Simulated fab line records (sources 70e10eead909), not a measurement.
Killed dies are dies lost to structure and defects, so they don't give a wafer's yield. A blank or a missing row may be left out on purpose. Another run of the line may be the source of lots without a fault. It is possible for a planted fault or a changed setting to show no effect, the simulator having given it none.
fab line records + flow nand-harc
record
- lots=7
- wafers=21
- last-day=33
route steps=1302 shown A_CONTACT@1086
lots that met no fault: taken from a fault-free run of the same line
start-h: start of the lot's first displayed wafer, in hours after the record's first day + wait-h: time in hours since the lot's previous step + " the same as in the row above + L1.1+2: several wafers, shown together as one row + - no value present, or no start provided + * or withheld: withheld + < > ~ a bound
route shown NAME@n: names a module that has steps shown in the file, with the first one's number in the route + usual: average and standard deviation across the fault-free wafers + same: alike in all rows + chamber/n: place in a boat + sites: per-site readings + _std_site: standard deviation across them + _edge_site: the outer-site mean with the inner-site mean subtracted + radius-mm: for every site, how far away it sits from the centre of the wafer + mask NAME#n: copy n + behind: the most recent tool/chamber to have shaped the wafer + hold: what put the lot on hold/how long, in hours/how the hold closed + device: which transistor (n, p or np) failed to switch + end of line: at the end of the route, the tests of the same wafers + a step with no rows: only its recipe + killed: at the first sort, the dies lost to defects and structure; wafer yield is something else + map: a wafer's dies, x killed, . not, _ none there
set.NAME: the run value of the setting; set.NAME@STEP: its run value at that earlier step + model.NAME: the simulator's own value behind a step, which no gauge read
a table for each step, a row for each wafer; lots at some steps of the route
services: the hour from which a tool's chamber was out of use, counted from the record's first day as start-h (under 0 if before that day), plus the number of hours and why
## steps
# step NHARC_A_CONTACT_ETCH_134
# recipe
- source-w=withheld
- pressure-mtorr=20
- bias-v=withheld
- time-s=140
- target-depth-a=7000
- ar-flow-sccm=withheld
- c4f8-flow-sccm=withheld
- o2-flow-sccm=withheld
- chemistry=C4F8/O2/Ar
# step NHARC_A_CONTACT_ETCH_135
# recipe
- source-w=withheld
- pressure-mtorr=20
- bias-v=1200
- time-s=311
- target-depth-a=19120
- ar-flow-sccm=withheld
- c4f8-flow-sccm=withheld
- o2-flow-sccm=withheld
- chemistry=C4F8/O2/Ar
# step NHARC_A_CONTACT_ETCH_136
# recipe
- source-w=withheld
- pressure-mtorr=20
- bias-v=1200
- time-s=311
- target-depth-a=19120
- ar-flow-sccm=withheld
- c4f8-flow-sccm=withheld
- o2-flow-sccm=withheld
- chemistry=C4F8/O2/Ar
| lot.wafer | tool            | chamber | start-h | wait-h | rf-hours-counter-h |
|-----------|-----------------|---------|---------|--------|--------------------|
| L567.4    | har-cap-etch-03 | 0       | 586.19  | 0.2    | -                  |
| L567.3    | "               | 1       | "       | "      | -                  |
| L567.6    | "               | 0       | "       | "      | -                  |
| L566.2    | har-cap-etch-02 | 0       | 593.22  | 0.2    | 96                 |
| L566.4    | "               | 1       | "       | "      | -                  |
| L566.5    | "               | 0       | "       | "      | -                  |
| L573.1    | har-cap-etch-01 | 1       | 643.11  | 0.2    | 25                 |
| L573.3    | "               | 0       | "       | "      | -                  |
| L573.6    | "               | 1       | "       | "      | -                  |
| L581.1    | har-cap-etch-01 | 1       | 723.15  | 0.2    | 38                 |
| L581.4    | "               | 1       | "       | "      | -                  |
| L581.5    | "               | 0       | "       | "      | -                  |
| L583.2    | har-cap-etch-02 | 1       | 724.85  | 0.2    | 119                |
| L583.1    | "               | 0       | "       | "      | 119                |
| L583.5    | "               | 1       | "       | "      | -                  |
| L580.3    | har-cap-etch-03 | 1       | 726.84  | 0.2    | -                  |
| L580.5    | "               | 0       | "       | "      | -                  |
| L580.6    | "               | 1       | "       | "      | -                  |
| L582.2    | har-cap-etch-01 | 0       | 742.71  | 0.2    | 42                 |
| L582.4    | "               | 1       | "       | "      | -                  |
| L582.3    | "               | 0       | "       | "      | -                  |
# step NHARC_A_CONTACT_ETCH_137
# recipe
- source-w=withheld
- pressure-mtorr=20
- bias-v=1200
- time-s=311
- target-depth-a=19120
- ar-flow-sccm=withheld
- c4f8-flow-sccm=withheld
- o2-flow-sccm=withheld
- chemistry=C4F8/O2/Ar
# step NHARC_A_CONTACT_ETCH_138
# recipe
- source-w=withheld
- pressure-mtorr=20
- bias-v=1200
- time-s=311
- target-depth-a=19140
- ar-flow-sccm=withheld
- c4f8-flow-sccm=withheld
- o2-flow-sccm=withheld
- chemistry=C4F8/O2/Ar
| lot.wafer | tool            | chamber | start-h | wait-h | rf-hours-counter-h |
|-----------|-----------------|---------|---------|--------|--------------------|
| L567.4    | har-cap-etch-03 | 0       | 586.74  | 0.2    | -                  |
| L567.3    | "               | 1       | "       | "      | -                  |
| L567.6    | "               | 0       | "       | "      | -                  |
| L566.2    | har-cap-etch-02 | 0       | 593.76  | 0.2    | 97                 |
| L566.4    | "               | 1       | "       | "      | -                  |
| L566.5    | "               | 0       | "       | "      | -                  |
| L573.1    | har-cap-etch-01 | 1       | 643.65  | 0.2    | 25                 |
| L573.3    | "               | 0       | "       | "      | -                  |
| L573.6    | "               | 1       | "       | "      | -                  |
| L581.1    | har-cap-etch-01 | 1       | 723.70  | 0.2    | 39                 |
| L581.4    | "               | 1       | "       | "      | -                  |
| L581.5    | "               | 0       | "       | "      | -                  |
| L583.2    | har-cap-etch-02 | 1       | 725.40  | 0.2    | 120                |
| L583.1    | "               | 0       | "       | "      | 120                |
| L583.5    | "               | 1       | "       | "      | -                  |
| L580.3    | har-cap-etch-03 | 1       | 727.38  | 0.2    | -                  |
| L580.5    | "               | 0       | "       | "      | -                  |
| L580.6    | "               | 1       | "       | "      | -                  |
| L582.2    | har-cap-etch-01 | 0       | 743.25  | 0.2    | 42                 |
| L582.4    | "               | 1       | "       | "      | -                  |
| L582.3    | "               | 0       | "       | "      | -                  |
# step NHARC_A_CONTACT_ETCH_139
# recipe
- source-w=withheld
- pressure-mtorr=20
- bias-v=400
- time-s=195
- target-depth-a=8400
- ar-flow-sccm=withheld
- c4f8-flow-sccm=11.5
- o2-flow-sccm=7.2
- chemistry=C4F8/O2/Ar
| lot.wafer | tool            | chamber | start-h | wait-h | rf-hours-counter-h |
|-----------|-----------------|---------|---------|--------|--------------------|
| L567.4    | har-cap-etch-03 | 0       | 587.01  | 0.2    | -                  |
| L567.3    | "               | 1       | "       | "      | -                  |
| L567.6    | "               | 0       | "       | "      | -                  |
| L566.2    | har-cap-etch-02 | 0       | 594.03  | 0.2    | 97                 |
| L566.4    | "               | 1       | "       | "      | -                  |
| L566.5    | "               | 0       | "       | "      | -                  |
| L573.1    | har-cap-etch-01 | 1       | 643.92  | 0.2    | 25                 |
| L573.3    | "               | 0       | "       | "      | -                  |
| L573.6    | "               | 1       | "       | "      | -                  |
| L581.1    | har-cap-etch-01 | 1       | 723.97  | 0.2    | 39                 |
| L581.4    | "               | 1       | "       | "      | -                  |
| L581.5    | "               | 0       | "       | "      | -                  |
| L583.2    | har-cap-etch-02 | 1       | 725.68  | 0.2    | 120                |
| L583.1    | "               | 0       | "       | "      | 120                |
| L583.5    | "               | 1       | "       | "      | -                  |
| L580.3    | har-cap-etch-03 | 1       | 727.65  | 0.2    | -                  |
| L580.5    | "               | 0       | "       | "      | -                  |
| L580.6    | "               | 1       | "       | "      | -                  |
| L582.2    | har-cap-etch-01 | 0       | 743.53  | 0.2    | 42                 |
| L582.4    | "               | 1       | "       | "      | -                  |
| L582.3    | "               | 0       | "       | "      | -                  |
# step NHARC_A_CONTACT_ETCH_92
# recipe
- target-depth-a=400
- over-etch-frac=0.5
- time-s=85.7
- ion-energy-ev=120
- ch3f-flow-sccm=50
- o2-flow-sccm=30
- ar-flow-sccm=200
- rf-w=500
- bias-w=100
- chemistry=CH3F/O2
# usual
- drypump-motor-current-A=5.7/0.53
- oes-product-au=0.94/0.031
- rf-vpp-V=244.8/1.5
- showerhead-plenum-p-Torr=2.49/0.085
- throttle-valve-pct=20.663/0.009
| lot.wafer | tool        | chamber | start-h | wait-h | drypump-motor-current-A | oes-product-au | rf-hours-counter-h | rf-vpp-V | showerhead-plenum-p-Torr | throttle-valve-pct |
|-----------|-------------|---------|---------|--------|-------------------------|----------------|--------------------|----------|--------------------------|--------------------|
| L567.3    | rie-diel-06 | 1       | 587.48  | 0.4    | 5.1                     | 0.93           | 14                 | 244.0    | 2.40                     | 20.651             |
| L567.4    | "           | 0       | "       | "      | 6.4                     | 0.92           | 14                 | 246.3    | 2.56                     | 20.656             |
| L567.6    | "           | 2       | "       | "      | 6.3                     | 0.93           | -                  | 247.4    | 2.52                     | 20.657             |
| L566.2    | rie-diel-05 | 1       | 594.56  | 0.5    | 5.5                     | 1.00           | 0                  | 243.1    | 2.32                     | 20.652             |
| L566.5    | "           | 3       | "       | "      | 5.3                     | 1.01           | -                  | 244.8    | 2.47                     | 20.666             |
| L566.4    | "           | 1       | "       | "      | 5.5                     | 1.00           | -                  | 241.6    | 2.32                     | 20.649             |
| L573.1    | rie-diel-06 | 2       | 644.48  | 0.5    | 6.3                     | 0.94           | 22                 | 246.5    | 2.51                     | 20.664             |
| L573.3    | "           | 0       | "       | "      | 6.4                     | 0.93           | 23                 | 245.4    | 2.56                     | 20.658             |
| L573.6    | "           | 1       | "       | "      | 5.1                     | 0.92           | -                  | 244.5    | 2.40                     | 20.664             |
| L581.4    | rie-diel-06 | 2       | 724.48  | 0.4    | 6.3                     | 0.93           | 9                  | 245.6    | 2.51                     | 20.647             |
| L581.1    | "           | 0       | "       | "      | 6.4                     | 0.92           | 8                  | 246.5    | 2.55                     | 20.665             |
| L581.5    | "           | 2       | "       | "      | 6.3                     | 0.92           | -                  | 245.2    | 2.51                     | 20.668             |
| L583.1    | rie-diel-06 | 3       | 726.24  | 0.5    | 5.3                     | 0.93           | 9                  | 244.3    | 2.45                     | 20.659             |
| L583.2    | "           | 1       | "       | "      | 5.1                     | 0.92           | 8                  | 242.8    | 2.39                     | 20.667             |
| L583.5    | "           | 2       | "       | "      | 6.3                     | 0.93           | -                  | 244.2    | 2.51                     | 20.664             |
| L580.3    | rie-diel-06 | 0       | 728.12  | 0.4    | 6.4                     | 0.92           | 8                  | 247.2    | 2.56                     | 20.662             |
| L580.6    | "           | 1       | "       | "      | 5.1                     | 0.92           | -                  | 243.0    | 2.39                     | 20.677             |
| L580.5    | "           | 2       | "       | "      | 6.2                     | 0.91           | -                  | 244.3    | 2.51                     | 20.651             |
| L582.3    | rie-diel-07 | 2       | 744.04  | 0.4    | 5.7                     | 0.94           | 33                 | 246.7    | 2.65                     | 20.666             |
| L582.4    | "           | 3       | "       | "      | 6.1                     | 0.93           | 33                 | 245.2    | 2.49                     | 20.647             |
| L582.2    | "           | 0       | "       | "      | 5.9                     | 0.93           | 30                 | 245.5    | 2.51                     | 20.654             |
# step NHARC_A_CONTACT_ETCH_98
# recipe
- target-depth-a=200
- over-etch-frac=0.5
- time-s=10
- ion-energy-ev=250
- c4f6-flow-sccm=25
- o2-flow-sccm=20
- ar-flow-sccm=500
- rf-w=600
- bias-w=500
- chemistry=C4F6/O2
# step NHARC_A_CONTACT_CD_MEAS_15
# usual
- cd-nm=190.0/0.57
| lot.wafer | tool      | chamber | start-h | wait-h | cd-nm |
|-----------|-----------|---------|---------|--------|-------|
| L567.3    | cd-sem-01 | -       | 587.71  | -      | 189.3 |
| L567.4    | "         | -       | "       | "      | 189.6 |
| L567.6    | "         | -       | "       | "      | 189.9 |
| L566.2    | cd-sem-03 | -       | 594.80  | -      | 189.9 |
| L566.4    | "         | -       | "       | "      | 190.1 |
| L566.5    | "         | -       | "       | "      | 190.3 |
| L573.1    | cd-sem-01 | -       | 644.68  | -      | 190.5 |
| L573.3    | "         | -       | "       | "      | 190.7 |
| L573.6    | "         | -       | "       | "      | 190.0 |
| L581.1    | cd-sem-02 | -       | 724.70  | -      | 190.6 |
| L581.4    | "         | -       | "       | "      | 190.8 |
| L581.5    | "         | -       | "       | "      | 190.1 |
| L583.1    | cd-sem-01 | -       | 726.45  | -      | 189.3 |
| L583.2    | "         | -       | "       | "      | 189.4 |
| L583.5    | "         | -       | "       | "      | 190.0 |
| L580.3    | cd-sem-03 | -       | 728.30  | -      | 190.3 |
| L580.5    | "         | -       | "       | "      | 190.0 |
| L580.6    | "         | -       | "       | "      | 189.8 |
| L582.2    | cd-sem-03 | -       | 744.30  | -      | 189.7 |
| L582.3    | "         | -       | "       | "      | 189.7 |
| L582.4    | "         | -       | "       | "      | 189.3 |
# step NHARC_A_CONTACT_STRIP_107
# recipe
- n2-flow-sccm=150
- h2-flow-sccm=150
- ar-flow-sccm=0
- bias-w=0
- chemistry=N2/H2
# step NHARC_A_CONTACT_STRIP_108
# recipe
- cf4-flow-sccm=100
- chf3-flow-sccm=30
- ar-flow-sccm=0
- bias-w=0
- chemistry=CF4/CHF3
# step NHARC_A_CONTACT_STRIP_109
# recipe
- o2-flow-sccm=400
- cos-flow-sccm=20
- ar-flow-sccm=0
- bias-w=0
- chemistry=O2/COS
# step NHARC_A_CONTACT_ETCH_110
# recipe
- target-depth-a=600
- overetch-a=60
- time-s=33
- ion-energy-ev=100
- cf4-flow-sccm=80
- o2-flow-sccm=20
- ar-flow-sccm=0
- rf-w=300
- bias-w=100
- chemistry=CF4/O2
# usual
- drypump-motor-current-A=5.8/0.53
- oes-product-au=1.001/0.0094
- rf-vpp-V=198.1/1.2
- showerhead-plenum-p-Torr=1.35/0.043
- throttle-valve-pct=13.397/0.0091
| lot.wafer | tool        | chamber | start-h | wait-h | drypump-motor-current-A | oes-product-au | rf-hours-counter-h | rf-vpp-V | showerhead-plenum-p-Torr | throttle-valve-pct |
|-----------|-------------|---------|---------|--------|-------------------------|----------------|--------------------|----------|--------------------------|--------------------|
| L567.3    | rie-diel-06 | 0       | 588.00  | 0.1    | 6.4                     | 1.009          | 14                 | 200.4    | 1.39                     | 13.405             |
| L567.4    | "           | 2       | "       | "      | 6.3                     | 1.013          | 15                 | 198.8    | 1.37                     | 13.380             |
| L567.6    | "           | 0       | "       | "      | 6.4                     | 1.006          | -                  | 199.5    | 1.39                     | 13.401             |
| L566.4    | rie-diel-06 | 2       | 595.09  | 0.1    | 6.3                     | 1.012          | 16                 | 198.9    | 1.37                     | 13.400             |
| L566.2    | "           | 3       | "       | "      | 5.4                     | 1.019          | 16                 | 198.4    | 1.34                     | 13.384             |
| L566.5    | "           | 1       | "       | "      | 5.0                     | 0.998          | -                  | 197.3    | 1.30                     | 13.413             |
| L573.3    | rie-diel-06 | 3       | 645.74  | 0.6    | 5.4                     | 1.012          | 24                 | 198.4    | 1.33                     | 13.409             |
| L573.1    | "           | 0       | "       | "      | 6.4                     | 0.995          | 24                 | 197.6    | 1.39                     | 13.396             |
| L573.6    | "           | 3       | "       | "      | 5.3                     | 1.007          | -                  | 196.7    | 1.33                     | 13.387             |
| L581.4    | rie-diel-05 | 0       | 724.99  | 0.0    | 4.7                     | 1.001          | 46                 | 198.2    | 1.34                     | 13.403             |
| L581.1    | "           | 2       | "       | "      | 6.2                     | 1.016          | 42                 | 198.0    | 1.41                     | 13.387             |
| L581.5    | "           | 0       | "       | "      | 4.7                     | 0.991          | -                  | 198.0    | 1.34                     | 13.404             |
| L583.1    | rie-diel-06 | 3       | 726.74  | 0.1    | 5.4                     | 0.992          | 9                  | 198.3    | 1.33                     | 13.409             |
| L583.2    | "           | 0       | "       | "      | 6.4                     | 0.911          | 8                  | 198.1    | 1.39                     | 13.397             |
| L583.5    | "           | 0       | "       | "      | 6.4                     | 0.929          | -                  | 198.5    | 1.39                     | 13.377             |
| L580.3    | rie-diel-06 | 1       | 728.59  | 0.1    | 5.0                     | 0.985          | 8                  | 196.9    | 1.30                     | 13.398             |
| L580.6    | "           | 0       | "       | "      | 6.4                     | 0.915          | -                  | 197.4    | 1.39                     | 13.392             |
| L580.5    | "           | 1       | "       | "      | 5.0                     | 0.977          | -                  | 196.3    | 1.30                     | 13.399             |
| L582.4    | rie-diel-06 | 2       | 744.59  | 0.1    | 6.3                     | 1.003          | 11                 | 198.2    | 1.36                     | 13.376             |
| L582.2    | "           | 0       | "       | "      | 6.4                     | 0.912          | 10                 | 199.2    | 1.39                     | 13.397             |
| L582.3    | "           | 1       | "       | "      | 5.1                     | 0.989          | 10                 | 198.0    | 1.30                     | 13.400             |
# step NHARC_A_CONTACT_STRIP_26
# recipe
- o2-flow-sccm=500
- ar-flow-sccm=0
- bias-w=0
- chemistry=O2
# usual
- drypump-motor-current-A=5.8/0.53
- oes-product-au=1.001/0.0096
- rf-vpp-V=57.9/0.91
- showerhead-plenum-p-Torr=3.56/0.12
- throttle-valve-pct=17.036/0.0084
| lot.wafer | tool        | chamber | start-h | wait-h | drypump-motor-current-A | oes-product-au | rf-hours-counter-h | rf-vpp-V | showerhead-plenum-p-Torr | throttle-valve-pct |
|-----------|-------------|---------|---------|--------|-------------------------|----------------|--------------------|----------|--------------------------|--------------------|
| L567.3    | rie-diel-06 | 3       | -       | -      | 5.3                     | 1.014          | 15                 | 58.1     | 3.53                     | 17.014             |
| L567.4    | "           | 0       | "       | "      | 6.4                     | 1.010          | 14                 | 59.1     | 3.67                     | 17.039             |
| L567.6    | "           | 0       | "       | "      | 6.4                     | 1.014          | -                  | 59.8     | 3.67                     | 17.022             |
| L566.2    | rie-diel-06 | 2       | -       | -      | 6.3                     | 1.001          | 16                 | 57.3     | 3.61                     | 17.047             |
| L566.4    | "           | 0       | "       | "      | 6.4                     | 1.002          | 16                 | 58.9     | 3.67                     | 17.045             |
| L566.5    | "           | 1       | "       | "      | 5.1                     | 1.000          | -                  | 56.5     | 3.45                     | 17.027             |
| L573.3    | rie-diel-06 | 0       | -       | -      | 6.4                     | 1.004          | 24                 | 57.1     | 3.67                     | 17.038             |
| L573.1    | "           | 2       | "       | "      | 6.3                     | 1.017          | 23                 | 57.5     | 3.60                     | 17.038             |
| L573.6    | "           | 0       | "       | "      | 6.4                     | 1.004          | -                  | 58.1     | 3.67                     | 17.031             |
| L581.4    | rie-diel-05 | 0       | -       | -      | 4.7                     | 0.993          | 46                 | 57.0     | 3.55                     | 17.032             |
| L581.1    | "           | 1       | "       | "      | 5.5                     | 1.008          | 45                 | 57.4     | 3.32                     | 17.025             |
| L581.5    | "           | 0       | "       | "      | 4.7                     | 1.006          | -                  | 58.1     | 3.55                     | 17.023             |
| L583.2    | rie-diel-06 | 1       | -       | -      | 5.1                     | 0.976          | 8                  | 57.1     | 3.43                     | 17.039             |
| L583.1    | "           | 2       | "       | "      | 6.3                     | 0.991          | 10                 | 57.6     | 3.60                     | 17.035             |
| L583.5    | "           | 2       | "       | "      | 6.3                     | 0.989          | -                  | 58.0     | 3.60                     | 17.046             |
| L580.3    | rie-diel-06 | 3       | -       | -      | 5.4                     | 0.987          | 10                 | 57.7     | 3.52                     | 17.036             |
| L580.6    | "           | 2       | "       | "      | 6.3                     | 1.008          | -                  | 58.4     | 3.60                     | 17.015             |
| L580.5    | "           | 3       | "       | "      | 5.4                     | 0.998          | -                  | 59.5     | 3.52                     | 17.025             |
| L582.3    | rie-diel-06 | 2       | -       | -      | 6.3                     | 0.999          | 11                 | 58.3     | 3.60                     | 17.035             |
| L582.4    | "           | 3       | "       | "      | 5.3                     | 0.993          | 11                 | 59.5     | 3.52                     | 17.024             |
| L582.2    | "           | 0       | "       | "      | 6.4                     | 0.996          | 10                 | 58.2     | 3.66                     | 17.029             |
## services
| tool        | chamber | start-h | hours | kind   |
|-------------|---------|---------|-------|--------|
| rie-diel-06 | 0       | 566.85  | -     | clean  |
| rie-diel-06 | 1       | 566.85  | -     | clean  |
| rie-diel-06 | 2       | 566.85  | -     | clean  |
| rie-diel-06 | 3       | 566.85  | -     | clean  |
| rie-diel-05 | -       | 583.75  | 9.0   | pm     |
| rie-diel-06 | 0       | 591.35  | -     | clean  |
| rie-diel-06 | 1       | 591.35  | -     | clean  |
| rie-diel-06 | 2       | 591.35  | -     | clean  |
| rie-diel-06 | 3       | 591.35  | -     | clean  |
| rie-diel-05 | 3       | 611.77  | 3.0   | repair |
| rie-diel-07 | 2       | 611.94  | 6.7   | repair |
| rie-diel-06 | 0       | 615.85  | -     | clean  |
| rie-diel-06 | 1       | 615.85  | -     | clean  |
| rie-diel-06 | 2       | 615.85  | -     | clean  |
| rie-diel-06 | 3       | 615.85  | -     | clean  |
| rie-diel-07 | 1       | 616.51  | 2.3   | repair |
| rie-diel-06 | 2       | 630.23  | 8.0   | repair |
| rie-diel-06 | 0       | 640.50  | -     | clean  |
| rie-diel-06 | 1       | 640.50  | -     | clean  |
| rie-diel-06 | 2       | 640.50  | -     | clean  |
| rie-diel-07 | -       | 648.32  | 9.0   | pm     |
| rie-diel-06 | -       | 661.35  | 9.0   | pm     |
| rie-diel-07 | 1       | 685.52  | 6.9   | repair |
| rie-diel-07 | 1       | 718.43  | 4.2   | repair |
## key
first-sign
- step=NHARC_A_CONTACT_ETCH_110
- reading=oes-product-au
- direction=down
- sigmas=9
- usual=1.001
- struck=0.917
effect none on later readings
met-at NHARC_A_CONTACT_ETCH_110
struck-wafers L580.6,L582.2,L583.2,L583.5
later-rows-left-out L580.6,L582.2,L583.2,L583.5
sort-left-out L580.6,L582.2,L583.2,L583.5
tester-left-out L580,L582,L583
onset-between 645.74 726.74
fault
- kind=process-parameter-drift
- tool=rie-diel-06
- chamber=0
- onset-h=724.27
- steps=NHARC_A_CONTACT_ETCH_110
- channel=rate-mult
- offset=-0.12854
- shape=step
- end-h=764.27
# tester-left-out: of these lots the tester's yield and bins aren't shown, on N5 and GAA mostly nor the transistor test; their killed dies are dies lost to structure and defects alone, not to doping, threshold or leakage, so they don't give the yield
# sort-left-out: the simulated sort isn't trusted on such a fault, so these wafers' sort isn't shown, and their yield isn't known
# later-rows-left-out: the simulator's readings of these wafers behind a module that went badly wrong aren't trusted and aren't shown, but for the sort
